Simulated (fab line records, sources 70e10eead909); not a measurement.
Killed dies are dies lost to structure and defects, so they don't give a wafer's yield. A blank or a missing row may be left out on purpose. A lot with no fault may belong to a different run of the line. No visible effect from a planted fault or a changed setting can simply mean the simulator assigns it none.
Shared-tool check :: flow nand-harc :: 33 wafers sampled across 11 lots

## THE REASON FOR OPENING IT
On 2 of the 11 lots, a flag is raised at NHARC_END_SORT_01 on the reading killed-at-array. No-fault wafers: 64, standard deviation 16.
Rule: a lot gets a flag if all its wafers with a number sit over 4 standard deviations from that mean, or if no wafer of it has a number. All remaining lots are regarded as sound.

lot: L430
measured: day 24 07:14
on: prober-01
killed-at-array, wafer by wafer: 88 73 71
flag: 

lot: L432
measured: day 24 23:45
on: prober-02
killed-at-array, wafer by wafer: 46 40 40
flag: 

lot: L434
measured: day 25 15:30
on: prober-01
killed-at-array, wafer by wafer: 87 50 74
flag: 

lot: L435
measured: day 26 01:19
on: prober-02
killed-at-array, wafer by wafer: 83 75 88
flag: 

lot: L436
measured: day 26 21:53
on: prober-01
killed-at-array, wafer by wafer: 71 74 78
flag: 

lot: L437
measured: day 27 15:21
on: prober-02
killed-at-array, wafer by wafer: 50 51 62
flag: 

lot: L439
measured: day 28 04:12
on: prober-01
killed-at-array, wafer by wafer: 61 63 58
flag: 

lot: L447
measured: day 30 15:19
on: prober-01
killed-at-array, wafer by wafer: 96 101 98
flag: 

lot: L445
measured: day 31 05:57
on: prober-01
killed-at-array, wafer by wafer: 674 672 676
flag: FLAGGED

lot: L450
measured: day 32 07:51
on: prober-02
killed-at-array, wafer by wafer: 67 84 71
flag: 

lot: L448
measured: day 32 10:14
on: prober-01
killed-at-array, wafer by wafer: 673 671 675
flag: FLAGGED
The numbers of the flagged lots are 674 on average: +610 against the usual, or +38 standard deviations.

## WHICH TOOL RAN EACH LOT
4 process steps preceding the reading are held in the record, out of 1302 steps in the route. Each cell gives the tool, then ch followed by the chambers the sampled wafers passed through, then the start.
lot: L430
flag: 
NHARC_A_STAIRCASE_TRIM_200: rie-diel-05 ch 0,2,3, day 16 00:40 or earlier
NHARC_A_STAIRCASE_TRIM_222: rie-diel-11 ch 2,3, day 16 00:40
NHARC_A_STAIRCASE_ETCH_223: rie-diel-11 ch 0,1,2, day 24 07:14 or earlier
NHARC_A_STAIRCASE_ETCH_227: rie-diel-11 ch 0,1, day 24 07:14 or earlier

lot: L432
flag: 
NHARC_A_STAIRCASE_TRIM_200: rie-diel-05 ch 0,1, day 16 21:32 or earlier
NHARC_A_STAIRCASE_TRIM_222: rie-diel-05 ch 0,2,3, day 16 21:32
NHARC_A_STAIRCASE_ETCH_223: rie-diel-05 ch 0,2, day 24 23:45 or earlier
NHARC_A_STAIRCASE_ETCH_227: rie-diel-05 ch 0,2,3, day 24 23:45 or earlier

lot: L434
flag: 
NHARC_A_STAIRCASE_TRIM_200: rie-diel-05 ch 1,2,3, day 17 16:08 or earlier
NHARC_A_STAIRCASE_TRIM_222: rie-diel-05 ch 1,3, day 17 16:08
NHARC_A_STAIRCASE_ETCH_223: rie-diel-05 ch 2,3, day 25 15:30 or earlier
NHARC_A_STAIRCASE_ETCH_227: rie-diel-05 ch 2,3, day 25 15:30 or earlier

lot: L435
flag: 
NHARC_A_STAIRCASE_TRIM_200: rie-diel-04 ch 0,1,2, day 17 17:13 or earlier
NHARC_A_STAIRCASE_TRIM_222: rie-diel-05 ch 2,3, day 17 17:13
NHARC_A_STAIRCASE_ETCH_223: rie-diel-05 ch 2,3, day 26 01:19 or earlier
NHARC_A_STAIRCASE_ETCH_227: rie-diel-05 ch 1,2, day 26 01:19 or earlier

lot: L436
flag: 
NHARC_A_STAIRCASE_TRIM_200: rie-diel-05 ch 0,3, day 18 13:59 or earlier
NHARC_A_STAIRCASE_TRIM_222: rie-diel-11 ch 1,2,3, day 18 13:59
NHARC_A_STAIRCASE_ETCH_223: rie-diel-11 ch 0,1, day 26 21:53 or earlier
NHARC_A_STAIRCASE_ETCH_227: rie-diel-11 ch 0,1,3, day 26 21:53 or earlier

lot: L437
flag: 
NHARC_A_STAIRCASE_TRIM_200: rie-diel-11 ch 1,2,3, day 19 02:05 or earlier
NHARC_A_STAIRCASE_TRIM_222: rie-diel-04 ch 0,2,3, day 19 02:05
NHARC_A_STAIRCASE_ETCH_223: rie-diel-04 ch 1,2, day 27 15:21 or earlier
NHARC_A_STAIRCASE_ETCH_227: rie-diel-04 ch 1,2, day 27 15:21 or earlier

lot: L439
flag: 
NHARC_A_STAIRCASE_TRIM_200: rie-diel-04 ch 0,1,3, day 19 21:04 or earlier
NHARC_A_STAIRCASE_TRIM_222: rie-diel-05 ch 0,1, day 19 21:04
NHARC_A_STAIRCASE_ETCH_223: rie-diel-05 ch 1,3, day 28 04:12 or earlier
NHARC_A_STAIRCASE_ETCH_227: rie-diel-05 ch 0,3, day 28 04:12 or earlier

lot: L447
flag: 
NHARC_A_STAIRCASE_TRIM_200: rie-diel-05 ch 1,2,3, day 22 16:48 or earlier
NHARC_A_STAIRCASE_TRIM_222: rie-diel-11 ch 0,1,3, day 22 16:48
NHARC_A_STAIRCASE_ETCH_223: rie-diel-11 ch 0,2,3, day 30 15:19 or earlier
NHARC_A_STAIRCASE_ETCH_227: rie-diel-11 ch 0,1,3, day 30 15:19 or earlier

lot: L445
flag: FLAGGED
NHARC_A_STAIRCASE_TRIM_200: rie-diel-05 ch 1,2, day 22 20:22 or earlier
NHARC_A_STAIRCASE_TRIM_222: rie-diel-11 ch 2,3, day 22 20:22
NHARC_A_STAIRCASE_ETCH_223: rie-diel-11 ch 0,2,3, day 31 05:57 or earlier
NHARC_A_STAIRCASE_ETCH_227: rie-diel-11 ch 0,1,2, day 31 05:57 or earlier

lot: L450
flag: 
NHARC_A_STAIRCASE_TRIM_200: rie-diel-11 ch 0,1,3, day 24 03:42 or earlier
NHARC_A_STAIRCASE_TRIM_222: rie-diel-11 ch 0,1,3, day 24 03:42
NHARC_A_STAIRCASE_ETCH_223: rie-diel-11 ch 0,2,3, day 32 07:51 or earlier
NHARC_A_STAIRCASE_ETCH_227: rie-diel-11 ch 0,1,2, day 32 07:51 or earlier

lot: L448
flag: FLAGGED
NHARC_A_STAIRCASE_TRIM_200: rie-diel-05 ch 0,1,3, day 23 09:16 or earlier
NHARC_A_STAIRCASE_TRIM_222: rie-diel-05 ch 1,2, day 23 09:16
NHARC_A_STAIRCASE_ETCH_223: rie-diel-05 ch 0,1, day 32 10:14 or earlier
NHARC_A_STAIRCASE_ETCH_227: rie-diel-05 ch 0,3, day 32 10:14 or earlier
What these steps do:
- NHARC_A_STAIRCASE_TRIM_200: chemistry O2, time 211.2 s.
- NHARC_A_STAIRCASE_TRIM_222: chemistry O2, time 211.2 s.
- NHARC_A_STAIRCASE_ETCH_223: etches the open film in C4F8/O2, target depth 100 nm, time 40.5 s.
- NHARC_A_STAIRCASE_ETCH_227: etches the open film in C4F8/O2, target depth 100 nm, time 40.5 s.
- NHARC_END_SORT_01

## FLAGGED OVER TOTAL, TOOL BY TOOL (the gauges that took the reading come last)
step: NHARC_A_STAIRCASE_TRIM_200
tool: rie-diel-04
lots run: 2
flagged: 0
share of the flagged lots: none
sound lots run after its first flagged lot: -

step: NHARC_A_STAIRCASE_TRIM_200
tool: rie-diel-05
lots run: 7
flagged: 2
share of the flagged lots: all
sound lots run after its first flagged lot: 0

step: NHARC_A_STAIRCASE_TRIM_200
tool: rie-diel-11
lots run: 2
flagged: 0
share of the flagged lots: none
sound lots run after its first flagged lot: -

step: NHARC_A_STAIRCASE_TRIM_222
tool: rie-diel-04
lots run: 1
flagged: 0
share of the flagged lots: none
sound lots run after its first flagged lot: -

step: NHARC_A_STAIRCASE_TRIM_222
tool: rie-diel-05
lots run: 5
flagged: 1
share of the flagged lots: some
sound lots run after its first flagged lot: 0

step: NHARC_A_STAIRCASE_TRIM_222
tool: rie-diel-11
lots run: 5
flagged: 1
share of the flagged lots: some
sound lots run after its first flagged lot: 1 (L450)

step: NHARC_A_STAIRCASE_ETCH_223
tool: rie-diel-04
lots run: 1
flagged: 0
share of the flagged lots: none
sound lots run after its first flagged lot: -

step: NHARC_A_STAIRCASE_ETCH_223
tool: rie-diel-05
lots run: 5
flagged: 1
share of the flagged lots: some
sound lots run after its first flagged lot: 0

step: NHARC_A_STAIRCASE_ETCH_223
tool: rie-diel-11
lots run: 5
flagged: 1
share of the flagged lots: some
sound lots run after its first flagged lot: 1 (L450)

step: NHARC_A_STAIRCASE_ETCH_227
tool: rie-diel-04
lots run: 1
flagged: 0
share of the flagged lots: none
sound lots run after its first flagged lot: -

step: NHARC_A_STAIRCASE_ETCH_227
tool: rie-diel-05
lots run: 5
flagged: 1
share of the flagged lots: some
sound lots run after its first flagged lot: 0

step: NHARC_A_STAIRCASE_ETCH_227
tool: rie-diel-11
lots run: 5
flagged: 1
share of the flagged lots: some
sound lots run after its first flagged lot: 1 (L450)

step: NHARC_END_SORT_01
tool: prober-01
lots run: 7
flagged: 2
share of the flagged lots: all
sound lots run after its first flagged lot: 0

step: NHARC_END_SORT_01
tool: prober-02
lots run: 4
flagged: 0
share of the flagged lots: none
sound lots run after its first flagged lot: -
With no start given for some of its lots, NHARC_A_STAIRCASE_TRIM_200 uses the hours and lot order of NHARC_A_STAIRCASE_TRIM_222. With no start given for some of its lots, NHARC_A_STAIRCASE_ETCH_223 uses the hours and lot order of NHARC_END_SORT_01. With no start given for some of its lots, NHARC_A_STAIRCASE_ETCH_227 uses the hours and lot order of NHARC_END_SORT_01.

## WHAT IS ALLOWED BY THE TABLE
In 2 table rows, all flagged lots were run: rie-diel-05 (NHARC_A_STAIRCASE_TRIM_200), prober-01 (NHARC_END_SORT_01).
- rie-diel-05 at NHARC_A_STAIRCASE_TRIM_200 ran 7 lots, 2 of them flagged. Last sound lot L447 at day 22 16:48, first flagged lot L445 at day 22 20:22; a fault beginning in between fits.
- prober-01 at NHARC_END_SORT_01 ran 7 lots, 2 of them flagged. Last sound lot L447 at day 30 15:19, first flagged lot L445 at day 31 05:57; a fault beginning in between fits.
A lot count leaves these 2 tools indistinguishable: every one of them fits a fault beginning at some hour. More lots, or a look at what each step does to the wafer, might.

## WHAT THE SIMULATOR PUT IN
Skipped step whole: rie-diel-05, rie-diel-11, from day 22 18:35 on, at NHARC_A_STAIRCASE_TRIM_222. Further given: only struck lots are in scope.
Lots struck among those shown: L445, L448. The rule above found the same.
